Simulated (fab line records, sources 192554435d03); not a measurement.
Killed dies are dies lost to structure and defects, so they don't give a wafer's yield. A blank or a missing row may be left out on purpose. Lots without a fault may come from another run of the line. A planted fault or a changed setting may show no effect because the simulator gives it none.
Chamber matching | flow n5_finfet | N5_BEOL_M5_ETCH_72 on rie_diel-04: 4 sister chambers
The step etches underlayer in N2/H2, target depth 6.5 nm, time 5.2 s. 4 wafers are shown with their chamber, then 11 later ones without.

WAFERS WITH THEIR CHAMBER
wafer  | chamber | throttle_valve_pct (%)
L086.2 | 3       | 18.3
L085.4 | 0       | 17.9
L085.6 | 1       | 17.8
L088.1 | 2       | 18.1

WAFERS WITHOUT THEIR CHAMBER
wafer  | throttle_valve_pct (%)
L088.3 | 17.8
L088.5 | 18.3
L090.1 | 17.9
L090.2 | 18.1
L090.6 | 17.9
L091.2 | 17.8
L091.3 | 17.9
L091.4 | 17.9
L097.1 | 17.9
L097.4 | 17.6
L097.5 | 18.3

WHICH CHAMBER EACH WENT THROUGH
wafer  | from the rows above     | in truth
L088.3 | can't be placed: 1 or 0 | 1
L088.5 | 3                       | 3
L090.1 | can't be placed: 0 or 1 | 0
L090.2 | 2                       | 2
L090.6 | can't be placed: 0 or 1 | 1
L091.2 | can't be placed: 1 or 0 | 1
L091.3 | can't be placed: 0 or 1 | 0
L091.4 | can't be placed: 0 or 1 | 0
L097.1 | can't be placed: 0 or 1 | 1
L097.4 | can't be placed: 1 or 0 | 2
L097.5 | 3                       | 3
Placed correctly: 3 of 11. Can't be placed from these rows: 8 (the true chamber is among the candidates in 7). Placed wrongly: 0.
How it was worked out, from the rows above alone: a wafer's distance from a chamber is the root of the sum, over the readings, of the square of ((its reading less the chamber's mean) divided by the reading's scatter). The wafer belongs to the nearest chamber; if the next one is less than 2 further off, it can't be placed. A chamber's mean is the mean of its shown wafers. The scatter: with one shown wafer a chamber, the root of the mean of the squares of how far each hidden wafer lies from its nearest shown one.
